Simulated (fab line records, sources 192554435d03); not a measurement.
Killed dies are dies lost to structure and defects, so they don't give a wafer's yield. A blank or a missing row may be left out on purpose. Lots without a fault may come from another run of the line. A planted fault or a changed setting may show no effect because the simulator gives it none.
Split-lot experiment | flow n5_finfet | 7 lots, 39 wafers read, on a route of 1938 steps

THE SPLIT
At N5_DUMMY_GATE_CVD_03 (deposits a-Si from SiH4, target thk 150 nm, time 8042 s), the setting time_s was moved away from the recipe's 8042 s on 30 of the 39 wafers read, by -56.5% to +32.7%. The other wafers ran this setting at the recipe's value.

The reading is taken at the split's own step.

THE READING
a-Si_of_DUMMY_GATE_CVD_03.thk_nm (the simulator's own value, which no gauge read), in nm, at N5_DUMMY_GATE_CVD_03 (deposits a-Si from SiH4, target thk 150 nm, time 8042 s). The file gives no usual value for it. The 9 wafers here that ran the recipe average 148.9 nm, standard deviation 0.41 nm.

wafer  | tool, chamber at the split | time_s as run, s | against the recipe | a-Si_of_DUMMY_GATE_CVD_03.thk_nm, nm | against lot-mates on the recipe
L077.1 | -, -                       | 9506             | +18.2%             | 176.2                                | no lot-mate on the recipe
L077.5 | -, -                       | 9506             | +18.2%             | 176.2                                | no lot-mate on the recipe
L077.2 | -, -                       | 9506             | +18.2%             | 177                                  | no lot-mate on the recipe
L077.3 | -, -                       | 9506             | +18.2%             | 177.4                                | no lot-mate on the recipe
L077.4 | -, -                       | 9506             | +18.2%             | 177.4                                | no lot-mate on the recipe
L077.6 | -, -                       | 9506             | +18.2%             | 178.4                                | no lot-mate on the recipe
L079.1 | -, -                       | 8042             | recipe             | 148.4                                | -
L079.2 | -, -                       | 8042             | recipe             | 149.4                                | -
L079.3 | -, -                       | 8042             | recipe             | 149                                  | -
L079.4 | -, -                       | 8042             | recipe             | 149.2                                | -
L079.5 | -, -                       | 8042             | recipe             | 148.6                                | -
L079.6 | -, -                       | 8042             | recipe             | 148.8                                | -
L082.1 | -, -                       | 10670            | +32.7%             | 197                                  | no lot-mate on the recipe
L082.2 | -, -                       | 10670            | +32.7%             | 198.4                                | no lot-mate on the recipe
L082.3 | -, -                       | 10670            | +32.7%             | 196.8                                | no lot-mate on the recipe
L082.4 | -, -                       | 10670            | +32.7%             | 198.2                                | no lot-mate on the recipe
L082.5 | -, -                       | 10670            | +32.7%             | 198.2                                | no lot-mate on the recipe
L082.6 | -, -                       | 10670            | +32.7%             | 198.8                                | no lot-mate on the recipe
L084.1 | -, -                       | 3497             | -56.5%             | 64.2                                 | no lot-mate on the recipe
L084.2 | -, -                       | 3497             | -56.5%             | 65                                   | no lot-mate on the recipe
L084.3 | -, -                       | 3497             | -56.5%             | 64.4                                 | no lot-mate on the recipe
L084.5 | -, -                       | 3497             | -56.5%             | 64.4                                 | no lot-mate on the recipe
L084.4 | -, -                       | 3497             | -56.5%             | 65.6                                 | no lot-mate on the recipe
L084.6 | -, -                       | 3497             | -56.5%             | 63.6                                 | no lot-mate on the recipe
L090.1 | -, -                       | 9423             | +17.2%             | 175.6                                | no lot-mate on the recipe
L090.6 | -, -                       | 9423             | +17.2%             | 175.6                                | no lot-mate on the recipe
L090.2 | -, -                       | 9423             | +17.2%             | 176                                  | no lot-mate on the recipe
L090.3 | -, -                       | 9423             | +17.2%             | 175.4                                | no lot-mate on the recipe
L090.4 | -, -                       | 9423             | +17.2%             | 175                                  | no lot-mate on the recipe
L090.5 | -, -                       | 9423             | +17.2%             | 176.6                                | no lot-mate on the recipe
L095.1 | -, -                       | 10520            | +30.8%             | 197.2                                | no lot-mate on the recipe
L095.3 | -, -                       | 10520            | +30.8%             | 197.2                                | no lot-mate on the recipe
L095.2 | -, -                       | 10520            | +30.8%             | 196.8                                | no lot-mate on the recipe
L095.4 | -, -                       | 10520            | +30.8%             | 198                                  | no lot-mate on the recipe
L095.5 | -, -                       | 10520            | +30.8%             | 197.4                                | no lot-mate on the recipe
L095.6 | -, -                       | 10520            | +30.8%             | 198.2                                | no lot-mate on the recipe
L097.2 | lpcvd-02, 1/70             | 8042             | recipe             | 149.4                                | -
L097.4 | lpcvd-02, 1/79             | 8042             | recipe             | 148.2                                | -
L097.6 | lpcvd-02, 1/89             | 8042             | recipe             | 149.2                                | -

THE FIT
A straight line over all 39 wafers: a-Si_of_DUMMY_GATE_CVD_03.thk_nm changes by +1.51 nm for each +1% of time_s; r = +1.00; the points scatter about the line by 0.98 nm.
Too few moved wafers have a lot-mate on the recipe to fit a line with each lot's own level taken away.

THE FILE'S OWN FIT
a-Si_of_DUMMY_GATE_CVD_03.thk_nm changes by +1.51 nm for each +1% of time_s, r = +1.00.
